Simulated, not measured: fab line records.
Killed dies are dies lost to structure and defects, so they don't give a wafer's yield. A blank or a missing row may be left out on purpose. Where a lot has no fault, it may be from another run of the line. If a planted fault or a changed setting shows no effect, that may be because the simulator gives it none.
Chamber matching    flow n5_finfet    N5_BEOL_M11_STRIP_67 on rie_diel-01 has 4 sister chambers
The step strips in CF4. 4 wafers are shown with their chamber, then 7 later ones without.

## WAFERS WITH THEIR CHAMBER
wafer   chamber  throttle_valve_pct (%)
L087.1  2        13.30
L087.5  0        13.49
L085.1  1        13.19
L085.5  3        13.51

## WAFERS MISSING THEIR CHAMBER
wafer   throttle_valve_pct (%)
L085.6  13.32
L089.1  13.56
L089.2  13.32
L089.5  13.56
L096.3  13.36
L096.4  13.60
L096.5  13.38

## CHAMBER TAKEN BY EACH
wafer   from the rows above                in truth
L085.6  can't be placed: 2 or 1            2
L089.1  can't be placed: 3 or 0            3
L089.2  can't be placed: 2 or 1            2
L089.5  can't be placed: 3 or 0            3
L096.3  can't be placed: 2 or 0 or 3 or 1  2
L096.4  can't be placed: 3 or 0            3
L096.5  can't be placed: 2 or 0 or 3 or 1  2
0 of 7 placed correctly. Unplaceable from these rows: 7, with the true chamber sitting among the candidates in 7. Number placed wrongly: 0.
How it was worked out, from the rows above alone: a wafer's distance from a chamber is the root of the sum, over the readings, of the square of ((its reading less the chamber's mean) divided by the reading's scatter). If the next closest chamber is less than 2 further off than the closest, the wafer can't be placed; otherwise it belongs to the closest. The mean given for a chamber averages the wafers shown for that chamber. The scatter: with one shown wafer a chamber, the root of the mean of the squares of how far each hidden wafer lies from its nearest shown one.
